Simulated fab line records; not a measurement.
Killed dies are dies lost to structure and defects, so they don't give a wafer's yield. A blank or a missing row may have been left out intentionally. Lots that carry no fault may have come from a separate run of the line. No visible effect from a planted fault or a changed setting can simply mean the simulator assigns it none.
What tool caused it?	flow n5Finfet	10 lots with 30 wafers sampled at 4 steps, on a route of 1938 steps

## WHAT EACH GAUGE READ, for each wafer
N5_BEOL_M9_THK_MEAS_01.
lot	measured	on	M9_ILD_THK (nm)
L386	day 9 16:34	filmMetro-01	264 262 266
L392	day 11 09:49	filmMetro-02	268 270 272
L395	day 12 12:53	filmMetro-01	306 304 312
L396	day 12 21:04	filmMetro-01	305 308 310
L397	day 13 03:11	filmMetro-01	304 302 312
L399	day 13 03:32	filmMetro-01	261 264 263
L400	day 13 12:20	filmMetro-02	266 267 264
L402	day 14 10:15	filmMetro-02	267 269 273
L405	day 15 03:58	filmMetro-01	268 266 269
L406	day 15 07:13	filmMetro-02	262 264 268

## EACH LOT AND THE TOOL THAT RAN IT (in order: tool; ch and the chambers of the sampled wafers; start)
lot	N5_BEOL_M8_VIA_ETCH_34	N5_BEOL_M8_SPUTTER_48	N5_BEOL_M9_CURE_71
L386	rieDiel-02 ch 1,2, day 9 13:00	pvdSputter-03, day 9 14:34	uvCure-01 ch 2, day 9 16:04
L392	rieDiel-02 ch 0,2,3, day 11 06:17	pvdSputter-02, day 11 08:02	uvCure-02 ch 2, day 11 09:18
L395	rieDiel-04 ch 1,2,3, day 12 08:33	pvdSputter-02, day 12 10:37	uvCure-01 ch 2, day 12 12:22
L396	rieDiel-04 ch 2,3, day 12 16:49	pvdSputter-03, day 12 18:58	uvCure-03 ch 2, day 12 20:38
L397	rieDiel-04 ch 1,2,3, day 12 23:25	pvdSputter-03, day 13 01:07	uvCure-03 ch 2, day 13 02:44
L399	rieDiel-04 ch 0,2,3, day 12 23:52	pvdSputter-03, day 13 01:47	uvCure-02 ch 1, day 13 03:02
L400	rieDiel-06 ch 2,3, day 13 08:50	pvdSputter-02, day 13 10:18	uvCure-03 ch 1, day 13 12:03
L402	rieDiel-02 ch 1,2,3, day 14 06:12	pvdSputter-02, day 14 07:42	uvCure-01 ch 0, day 14 09:44
L405	rieDiel-06 ch 0,2, day 14 22:47	pvdSputter-03, day 15 01:08	uvCure-02 ch 1, day 15 03:07
L406	rieDiel-04 ch 0,1,2, day 15 02:12	pvdSputter-02, day 15 05:23	uvCure-01 ch 0, day 15 06:42
- N5_BEOL_M8_VIA_ETCH_34: etches SiCOH lowk in C4F6/O2, target depth 125.5 nm, time 50.5 s.
- N5_BEOL_M8_SPUTTER_48: material Cu, target thk 10 nm, time 1.667 s.
- N5_BEOL_M9_CURE_71: cures SiCOH lowk, time 240 s.

## THE ANSWER, worked out from the rows above alone
Rule: the lots themselves supply what counts as usual. Put in order of their means at a reading, lots are off if they are a third of the lots or fewer, leave a main group of 4 or more, and stand apart from it by a gap of 3 or more times the standard deviation of the main group's means; of several such gaps the widest counts. A main group whose means are all the same, to the digits that the tables above print for the reading, isn't used. Also off: a lot with no number at a reading for which 4 or more lots have one. Where the step has rows for the other lots, those lots are counted as sound.
Off: at N5_BEOL_M9_THK_MEAS_01 (M9_ILD_THK), L395, L396, L397. For the main group the mean is 266 nm and the standard deviation 2.6.
A tool fits if, at a process step before that reading, it ran every lot that is off, and no sound lot after the first of them. Gauges at N5_BEOL_M9_THK_MEAS_01: tried the same way as those tools. None of those tried fits.

## WHAT THE SIMULATOR HAD INSERTED
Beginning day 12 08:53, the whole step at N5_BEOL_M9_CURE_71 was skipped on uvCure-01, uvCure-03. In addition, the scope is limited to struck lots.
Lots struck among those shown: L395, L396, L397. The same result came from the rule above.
